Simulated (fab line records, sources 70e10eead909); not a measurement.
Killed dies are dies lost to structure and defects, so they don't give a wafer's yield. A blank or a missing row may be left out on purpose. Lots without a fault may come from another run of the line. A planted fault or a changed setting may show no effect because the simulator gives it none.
Which tool did it? | flow nand_harc | 12 lots, 36 wafers sampled, at 4 steps of a route of 1159

WHAT THE GAUGES READ, wafer by wafer
NHARC_A_M1_CD_MEAS_09: target cd 120 nm.
lot  | measured     | on        | cd_nm (nm)
L075 | day 19 07:17 | cd_sem-01 | 121.1 120.2 120.4
L077 | day 19 13:42 | cd_sem-01 | 120.0 119.0 119.1
L078 | day 20 15:36 | cd_sem-02 | 119.3 119.1 119.1
L082 | day 22 15:52 | cd_sem-01 | 119.6 119.9 119.2
L088 | day 22 16:48 | cd_sem-01 | 119.8 119.5 119.4
L080 | day 23 01:16 | cd_sem-03 | 120.0 119.2 119.4
L086 | day 24 05:19 | cd_sem-01 | 119.5 119.0 119.6
L087 | day 24 14:06 | cd_sem-02 | 120.2 119.8 120.1
L090 | day 24 14:27 | cd_sem-01 | 120.6 120.1 119.9
L094 | day 24 22:04 | cd_sem-02 | 119.7 119.9 120.3
L097 | day 25 00:41 | cd_sem-02 | 121.1 120.7 121.6
L095 | day 25 10:08 | cd_sem-01 | 120.0 119.6 119.4

WHICH TOOL RAN EACH LOT (tool, then ch and the chambers of the sampled wafers, then the start)
lot  | NHARC_A_CONTACT_ETCH_110           | NHARC_A_M0_STRIP_18                | NHARC_A_M0_PVD_21
L075 | rie_diel-04 ch 1,2,3, day 18 17:29 | rie_diel-02 ch 1,2, day 19 03:24   | pvd_sputter-02, day 19 07:17 or earlier
L077 | rie_diel-11 ch 2,3, day 19 03:08   | rie_diel-05 ch 0,1,2, day 19 10:21 | pvd_sputter-02, day 19 13:42 or earlier
L078 | rie_diel-11 ch 2,3, day 19 14:28   | rie_diel-10 ch 2,3, day 20 11:50   | pvd_sputter-03, day 20 15:36 or earlier
L082 | rie_diel-11 ch 0,2, day 21 17:40   | rie_diel-10 ch 0,1,2, day 22 11:54 | pvd_sputter-03, day 22 15:52 or earlier
L088 | rie_diel-04 ch 1,2,3, day 22 03:13 | rie_diel-05 ch 1,2, day 22 12:11   | pvd_sputter-03, day 22 16:48 or earlier
L080 | rie_diel-11 ch 0,1,3, day 22 10:11 | rie_diel-02 ch 0,2,3, day 22 21:44 | pvd_sputter-03, day 23 01:16 or earlier
L086 | rie_diel-13 ch 0,2,3, day 22 19:32 | rie_diel-10 ch 1,2,3, day 24 01:50 | pvd_sputter-03, day 24 05:19 or earlier
L087 | rie_diel-11 ch 0,1, day 22 22:16   | rie_diel-10 ch 2,3, day 24 09:48   | pvd_sputter-03, day 24 14:06 or earlier
L090 | rie_diel-04 ch 0,1,2, day 23 00:20 | rie_diel-10 ch 0,2, day 24 10:14   | pvd_sputter-03, day 24 14:27 or earlier
L094 | rie_diel-04 ch 0,1,3, day 24 04:34 | rie_diel-05 ch 0,1,2, day 24 18:29 | pvd_sputter-03, day 24 22:04 or earlier
L097 | rie_diel-04 ch 1,2,3, day 24 10:04 | rie_diel-10 ch 0,1, day 24 21:08   | pvd_sputter-03, day 25 00:41 or earlier
L095 | rie_diel-04 ch 0,2,3, day 24 18:23 | rie_diel-02 ch 2,3, day 25 06:33   | pvd_sputter-03, day 25 10:08 or earlier
- NHARC_A_CONTACT_ETCH_110: etches the open film in CF4/O2, target depth 50 nm, overetch 5 nm, time 27.5 s.
- NHARC_A_M0_STRIP_18: strips in N2/H2.
- NHARC_A_M0_PVD_21: deposits Cu, target thk 30 nm, time 20.49 s.

THE ANSWER, worked out from the rows above alone
Rule: what is usual is taken from the lots themselves. Put in order of their means at a reading, lots are off if they are a third of the lots or fewer, leave a main group of 4 or more, and stand apart from it by a gap of 3 or more times the standard deviation of the main group's means; of several such gaps the widest counts. A main group whose means are all the same, to the digits that the tables above print for the reading, isn't used. A lot without any number at a reading at which 4 lots or more have one is off too. The other lots that the step has rows for count as sound.
No lot is off at any reading shown: from this, nothing can be told.

WHAT THE SIMULATOR HAD PUT IN
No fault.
